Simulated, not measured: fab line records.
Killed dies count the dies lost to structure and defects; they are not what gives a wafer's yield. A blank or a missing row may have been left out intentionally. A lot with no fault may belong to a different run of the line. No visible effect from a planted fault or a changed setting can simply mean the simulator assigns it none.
fab line records -- flow n5_finfet
[record] lots = 4, wafers = 12, last_day = 18
route steps=1938 shown TV_LITHO@1878 TV_OPEN@1887 PAD_METAL@1893 PASSIVATION@1897
lots that met no fault: taken from a fault-free run of the same line
start_h: hours from the record's opening day to when the first of the lot's shown wafers began -- wait_h: hours from the lot's prior step to this one -- " identical to the entry in the row above -- L1.1+2: a row that stands for several wafers -- - either no value or no given start -- * or withheld: withheld -- < > ~ a bound
route shown NAME@n: a module of which the file shows steps, and the number in the route of the first -- usual: average and standard deviation across the fault-free wafers -- same: alike in all rows -- chamber/n: place in a boat -- sites: each site's reading -- _std_site: standard deviation across them -- _edge_site: inner sites' mean taken away from outer sites' mean -- radius_mm: for every site, how far away it sits from the centre of the wafer -- mask NAME#n: copy n -- behind: tool/chamber where the wafer was last shaped -- hold: cause of the lot's hold/its duration in hours/its outcome -- device: the n, p or np transistor that did not switch -- end of line: tests run on the same wafers once the route is complete -- for a step that has no rows: nothing shown but its recipe -- killed: dies lost to structure and defects at the first sort, not the wafer's yield -- map: the dies of a wafer, with x for killed, . for not killed, _ for no die there
set.NAME: setting as actually run; set.NAME@STEP: the setting as run at that earlier step -- model.NAME: the simulator's own value behind a step, which no gauge read
lots at some steps of the route; a table a step, a row a wafer
services: the hour from which a tool's chamber was out of use, counted from the record's first day as start_h (under 0 if before that day), plus the number of hours and why
[[steps]]
[step N5_PASSIVATION_SOFTBAKE_05]
[recipe] temp_c = 100, time_s = 90
[step N5_PASSIVATION_EXPOSE_07]
[recipe] mask_id = TV, na = 0.55, source_shape = conventional, sigma_outer = 0.8, polarization = unpolarized, defocus_nm = 0, target_cd_nm = 3000, dose_mj = 22.75
[step N5_PASSIVATION_PEB_08]
[recipe] peb_temp_c = withheld, peb_time_s = *
[step N5_PASSIVATION_DEVELOP_09]
[recipe] develop_time_s = 60, rinse_liquid = diw, dry = air_spin, dev_temp_c = 21
[step N5_PASSIVATION_HARDBAKE_11]
[recipe] temp_c = 130, time_s = 120
[step N5_PASSIVATION_DESCUM_12]
[recipe] chemistry = O2, time_s = 7.9, source_power_w = 50, bias_power_w = 20, pressure_mtorr = 20, rf_frequency_hz = 2.712e+07, temp_c = 40, o2_flow_sccm = 225
[step N5_PASSIVATION_PASS_ETCH_74]
[recipe] chemistry = CF4/O2, target = SiNx, target_depth_a = 2200, time_s = 110, ion_energy_ev = 100, pressure_mtorr = 40, source_w = 535, bias_w = 49, Ar_flow_sccm = 100, cf4_flow_sccm = 100, O2_flow_sccm = 10
[step N5_PASSIVATION_VIA_ETCH_13]
[recipe] chemistry = CHF3/O2, target = SiO2, target_depth_a = 6600, CHF3_flow_sccm = 50, O2_flow_sccm = 5, Ar_flow_sccm = 200, time_s = 330, mask_material = PR, pressure_mtorr = 30, source_w = 650, bias_w = 170, ion_energy_ev = 200, ends = cleared
[step N5_PASSIVATION_STRIP_14]
[recipe] chemistry = O2, power_w = 600, temp_c = 60, pressure_mtorr = 30, rf_frequency_hz = 6e+07, bias_power_w = 0, overash_fraction = 0.5, o2_flow_sccm = 225
[step N5_PASSIVATION_ETCH_15]
[recipe] chemistry = CF4/N2, target = SiCN, target_depth_a = 750, taper_deg = 2, time_s = 81.2, ion_energy_ev = 150, mask_material = SiNx, pressure_mtorr = 40, source_w = 430, bias_w = 70, Ar_flow_sccm = 100, cf4_flow_sccm = 60, n2_flow_sccm = 60
[usual] drypump_motor_current_A = 5.74/0.29, n2_flow_sccm = 60.00/0.19, oes_product_au = 0.78/0.072, rf_vpp_V = 381.6/2.1, showerhead_plenum_p_Torr = 2.18/0.089, throttle_valve_pct = 15.50/0.21
lot.wafer,tool,chamber,start_h,wait_h,drypump_motor_current_A,n2_flow_sccm,oes_product_au,rf_hours_counter_h,rf_vpp_V,showerhead_plenum_p_Torr,throttle_valve_pct
L329.1,rie_diel-03,3,338.19,-,5.69,59.72,0.71,218,379.9,2.11,15.81
L329.3,rie_diel-03,0,338.19,-,6.39,60.06,0.81,61,381.3,2.14,15.28
L329.6,rie_diel-03,1,338.19,-,5.98,60.28,0.74,-,382.2,2.20,15.63
L331.1,rie_diel-03,0,346.83,-,6.41,59.93,0.82,64,380.8,2.14,15.29
L331.2,rie_diel-03,3,346.83,-,5.68,60.10,0.72,221,379.5,2.10,15.83
L331.3,rie_diel-03,1,346.83,-,5.91,60.32,0.74,194,380.9,2.20,15.63
L342.1,rie_diel-03,0,422.72,-,6.44,59.99,0.78,88,382.0,2.13,15.31
L342.2,rie_diel-03,3,422.72,-,5.70,60.02,0.70,245,378.9,2.10,15.88
L342.3,rie_diel-03,2,422.72,-,6.03,59.79,0.95,19,384.6,2.36,15.07
L344.1,rie_diel-06,3,435.82,-,5.85,59.86,0.73,209,378.8,2.09,15.48
L344.4,rie_diel-06,2,435.82,-,5.33,59.86,0.86,64,384.8,2.35,15.47
L344.6,rie_diel-06,2,435.82,-,5.32,60.05,0.86,-,385.9,2.35,15.44
[step N5_PASSIVATION_STRIP_73]
[recipe] chemistry = post_etch_residue_remover, time_s = 60, temp_c = 25, remover_ph = withheld, remover_water_wt_pct = withheld, remover_fluoride_wt_pct = withheld
[step N5_PASSIVATION_SRD_17]
[recipe] time_s = 30, temp_c = 23, rinse_liquid = diw, dry = n2_spin, spin_rpm = 1500, dry_time_s = 30
[step N5_PASSIVATION_DEGAS_18]
[recipe] ambient = vacuum, temp_c = 300, time_s = 60
[step N5_PASSIVATION_PRE_CLEAN_19]
[recipe] gas = H2/He, time_s = *, temp_c = *
[step N5_PASSIVATION_SPUTTER_20]
[recipe] material = TaN, target_thk_a = 500, temp_c = 25, chamber_pressure_pa = 0.4
[step N5_PASSIVATION_AL_DEP_21]
[recipe] material = Al, target_thk_a = 28000, temp_c = 400, time_s = 170, power_w = 30000, chamber_pressure_pa = 0.4, gas = Ar
[step N5_PASSIVATION_HMDS_23]
[recipe] time_s = 60, temp_c = 120
[step N5_PASSIVATION_COAT_24]
[recipe] spin_rpm = 3000, resist_thk_nm = withheld
[step N5_PASSIVATION_EBR_26]
[recipe] solvent = PGMEA, ebr_width_mm = 1.5
[step N5_PASSIVATION_SOFTBAKE_25]
[recipe] temp_c = 100, time_s = 90
[step N5_PASSIVATION_EXPOSE_27]
[recipe] mask_id = PAD, na = 0.55, source_shape = conventional, sigma_outer = 0.8, polarization = unpolarized, defocus_nm = 0, dose_mj = 32.3
[step N5_PASSIVATION_PEB_28]
[recipe] peb_temp_c = withheld, peb_time_s = *
[step N5_PASSIVATION_DEVELOP_29]
[recipe] develop_time_s = 60, rinse_liquid = diw, dry = air_spin, dev_temp_c = 21
[step N5_PASSIVATION_HARDBAKE_31]
[recipe] temp_c = 130, time_s = 120
[step N5_PASSIVATION_DESCUM_32]
[recipe] chemistry = O2, time_s = 7.9, source_power_w = 50, bias_power_w = 20, pressure_mtorr = 20, rf_frequency_hz = 2.712e+07, temp_c = 40, o2_flow_sccm = 225
[step N5_PASSIVATION_AL_ETCH_33]
[recipe] chemistry = Cl2/BCl3, target_depth_a = 28000, over_etch_frac = 0.15, Cl2_flow_sccm = 180, bcl3_flow_sccm = 60, target = Al, stop_on = TaN, time_s = 466.7, ion_energy_ev = 100, pressure_mtorr = 10, icp_w = 900, bias_w = 100
[step N5_PASSIVATION_ETCH_59]
[recipe] chemistry = Cl2/BCl3, target = TaN, target_depth_a = 650, time_s = 34.9, ion_energy_ev = 100, pressure_mtorr = 10, icp_w = 900, bias_w = 100, Cl2_flow_sccm = 60, bcl3_flow_sccm = 30
[step N5_PASSIVATION_STRIP_34]
[recipe] chemistry = O2, power_w = 600, temp_c = 60, pressure_mtorr = 30, rf_frequency_hz = 6e+07, bias_power_w = 0, overash_fraction = 2, o2_flow_sccm = 225
[step N5_PASSIVATION_STRIP_51]
[recipe] chemistry = post_etch_residue_remover, time_s = 1200, temp_c = 72.5
[step N5_PASSIVATION_CLEAN_69]
[recipe] chemistry = IPA, time_s = 180, temp_c = 25
[step N5_PASSIVATION_SRD_70]
[recipe] dry = ipa_marangoni, time_s = 30, temp_c = 23, rinse_liquid = diw
[step N5_PASSIVATION_PECVD_53]
[recipe] material = SiO2, target_thk_a = 8000, temp_c = 400, precursor = TEOS/O2, pressure_torr = 6.5, rf_w = withheld, teos_flow_sccm = withheld, gas = O2, flow_sccm = 2650, time_s = 169.4
[step N5_PASSIVATION_PECVD_35]
[recipe] material = SiNx, target_thk_a = 7000, temp_c = 400, precursor = SiH4/NH3/N2, pressure_torr = 4.9, rf_w = 1406, time_s = 151.3
[step N5_PASSIVATION_HMDS_37]
[recipe] time_s = 60, temp_c = 120
[step N5_PASSIVATION_COAT_38]
[recipe] spin_rpm = 3000, resist_thk_nm = withheld
[step N5_PASSIVATION_EBR_40]
[recipe] solvent = PGMEA, ebr_width_mm = 1.5
[step N5_PASSIVATION_PROBE_49]
[usual] defect_limited_yield = 91.1/1.4, killed_at_M0_to_M3 = 34/11, killed_at_M4_up = 14/5.6, killed_at_contacts = 13/5.9, killed_at_front_end = 40/11, killed_at_other = 4/3.1, killed_dies = 105/16, killed_open = 68/11, killed_short = 34/8.4, sort_bin_5_function = 5.2/0.86, sort_bin_6_memory = 3.2/0.7, sort_n_pass = 1074/21, sort_yield_pct = 91.0/1.8
[same] gross_dies = 1180, killed_at_back_side = 0, sort_bin_4_leakage[%] = 0, sort_bin_8_speed[%] = 0
lot.wafer,tool,chamber,start_h,wait_h,defect_limited_yield[%],killed_at_M0_to_M3,killed_at_M4_up,killed_at_contacts,killed_at_front_end,killed_at_other,killed_dies,killed_open,killed_short,sort_bin_5_function[%],sort_bin_6_memory[%],sort_n_pass,sort_yield_pct[%]
L329.1,prober-02,-,344.63,0.5,81.9,35,20,8,17,133,213,63,18,10.9,4.1,967,81.9
L329.3,prober-02,-,344.73,0.6,83.8,53,19,8,31,80,191,54,59,10.1,4.0,989,83.8
L329.6,prober-02,-,344.88,0.8,79.2,42,19,15,27,142,245,75,27,13.2,4.7,935,79.2
L331.1,prober-01,-,353.65,0.0,86.4,29,5,9,43,74,160,54,30,8.4,2.7,1020,86.4
L331.2,prober-01,-,353.70,0.1,83.6,26,4,9,26,129,194,47,21,10.4,3.8,986,83.6
L331.3,prober-01,-,353.75,0.1,81.5,25,9,21,35,128,218,62,29,11.7,3.7,962,81.5
// killed by level:class
L329.1 TV_OPEN:unspecified=131 BEOL_M4:geometric_particle:open=12 BEOL_M0_SAQP:geometric_particle:open=10 MOL_CONTACT_COAG:geometric_particle:open=7 BEOL_M2:geometric_particle:open=6 BEOL_M0:geometric_particle:open=5 BEOL_M1:geometric_particle:open=5 FIN_SAQP:geometric_particle:open=4
L329.3 TV_OPEN:unspecified=77 BEOL_M0_SAQP:geometric_particle:short=23 BEOL_M0_SAQP:geometric_particle:open=12 BEOL_M2:geometric_particle:short=8 STI_FIN_REVEAL:geometric_particle:open=8 BEOL_M4:geometric_particle:open=7 MOL_CONTACT_COAG:geometric_particle:open=6 FIN_SAQP:geometric_particle:short=5
L329.6 TV_OPEN:unspecified=138 MOL_CONTACT_COAG:geometric_particle:open=13 BEOL_M0_SAQP:geometric_particle:open=11 BEOL_M0_SAQP:geometric_particle:short=10 BEOL_M2:geometric_particle:open=8 STARTING-WAFER:geometric_particle:open=6 STI_FIN_REVEAL:geometric_particle:open=5 BEOL_M1:geometric_particle:open=5
L331.1 TV_OPEN:unspecified=69 FIN_SAQP:geometric_particle:open=12 MOL_CONTACT_COAG:geometric_particle:open=8 BEOL_M2:geometric_particle:open=7 FIN_SAQP:geometric_particle:short=6 HKMG_FIN:area_etch=6 STI_FIN_REVEAL:geometric_particle:open=5 GATE_CUT:geometric_particle:short=4
L331.2 TV_OPEN:unspecified=126 FIN_SAQP:geometric_particle:open=11 MOL_CONTACT_COAG:geometric_particle:open=8 BEOL_M3:geometric_particle:open=6 FIN_SAQP:geometric_particle:short=5 BEOL_M0:geometric_particle:short=4 STI_FIN_REVEAL:geometric_particle:open=3 GATE_CUT:geometric_particle:open=3
L331.3 TV_OPEN:unspecified=127 MOL_CONTACT_COAG:geometric_particle:open=17 STI_FIN_REVEAL:geometric_particle:open=10 BEOL_M0_SAQP:geometric_particle:open=10 FIN_SAQP:geometric_particle:open=8 BEOL_M0_SAQP:geometric_particle:short=6 MOL_CONTACT_COAG:geometric_particle:short=4 STARTING-WAFER:geometric_particle:short=4
// map L329.6 (x killed, . not)
_________________............________________
______________.................._____________
___________........x...............__________
__________........x............x...._________
________..............x....x....x...xx_______
_______.x.xx.....x............x....x...______
______.....x.................x.....x...._____
_____.x......x........xx.....x...........____
____...x..........x...x..............x....___
___..x.....................x.........x.....__
___.........xx........x......x............x__
__x...x.......................x.....x......._
__x......................x............xx...x_
_.......x....................................
_.x...x......xx.....................x........
_.....x......x.x..x.......xx...........x.....
_....................x............x..........
_........x.........x.......x....x..x.........
_.....x...............x..x....x.......x......
_.......x.x........x.................x......x
_..........x............x..x....x............
__.x............x.x.....xx..xxxxx......x...._
__....x......x..x...xxxxxxxx.xxx.......x...._
___x..x....x........x.xxxxxxxxxx.x.........__
___..............x.xxxxxxxxxxxxx.x..xx.....__
____....x....x......xxxxxxxxxxxxxx.x..x...___
_____.............xxxxxxxxxxxxxxxx...x...____
______..............xx.xxxxxxxxxxxx.x..._____
_______....x.......xxxxxxxxxxxxxx......______
________...........xxxxxxxxxxxxxxx...._______
__________x.........xxxxxxxxxxxx..x._________
___________............x.xxxx.xxx..__________
______________..x.........x.xx.._____________
_________________......xxxx..________________
// map L331.3 (x killed, . not)
_________________.......x....________________
______________..........x......._____________
___________...x............x.......__________
__________....x...............x....._________
________..x..x..................x....._______
_______.x..x......x......x...x.........______
______......................x...x......._____
_____...................xx...............____
____................x..........x..........___
___.....x..x.............x............x....__
___x.........x....x.............xx..x......__
__...............................x.........._
__......x.................................x._
_..x....x......x...x........x................
_x.....x...........................x.........
_..........x..................x............xx
_......x.x....................x..............
_...x........x.......x.........x....x......xx
_...................x...x....................
_......................x........x............
_.................x.x...x.xx...........x..x..
__.......................xx..x..x......x..x._
__..x...xx..........x.x.xx.xx.x.x..........x_
___........x.........xxxxxxxxxxx.xx.....x..__
___...x............xxxxxxxxxxxxxxx.........__
____...........x..x.x.xxxxxxxxxxx...x.....___
_____.......x.x.....xxxxxxxxxxxx.x.....x.____
______...x..x......x.xxxxxxxxxxxx......._____
_______.............xxxxxxxxxxxxx......______
________...........xx.xxxxxxxxxxx.xx.._______
__________......x.x...xxxxxxxxxxx..._________
___________........x.xxxx.xxxxx....__________
______________.......x...xxxx..._____________
_________________..........x.________________
[[services]]
tool,chamber,start_h,hours,kind
rie_diel-03,2,334.67,-,clean
rie_diel-03,2,334.67,-,consumable_replace:focus_ring
rie_diel-03,2,334.67,-,consumable_replace:showerhead
rie_diel-03,2,334.67,20.1,scheduled_down
rie_diel-03,2,334.67,20.1,vent_cycle
rie_diel-03,2,373.12,2.4,repair
rie_diel-03,3,435.67,-,clean
rie_diel-03,3,435.67,-,consumable_replace:focus_ring
rie_diel-03,3,435.67,-,consumable_replace:showerhead
rie_diel-03,3,435.67,25.9,scheduled_down
rie_diel-03,3,435.67,25.9,vent_cycle
[[key]]
[first_sign] step = N5_PASSIVATION_PROBE_49, reading = killed_at_other, direction = up, sigmas = 36, usual = 4, struck = 114
[effect] step = N5_PASSIVATION_PROBE_49, reading = defect_limited_yield, direction = down, sigmas = 6.1, usual = 91.1, struck = 82.8
[more_kills_born_at] N5_PASSIVATION_ETCH_15@rie_diel-03 = 668
met_at N5_PASSIVATION_ETCH_15
struck_wafers L329.1,L329.3,L329.6,L331.1,L331.2,L331.3
[fault] kind = chamber_particle_source, tool = rie_diel-03, chamber = -, onset_h = 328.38, steps = N5_PASSIVATION_ETCH_15, rate_per_visit_cm2 = 1.1083, end_h = 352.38
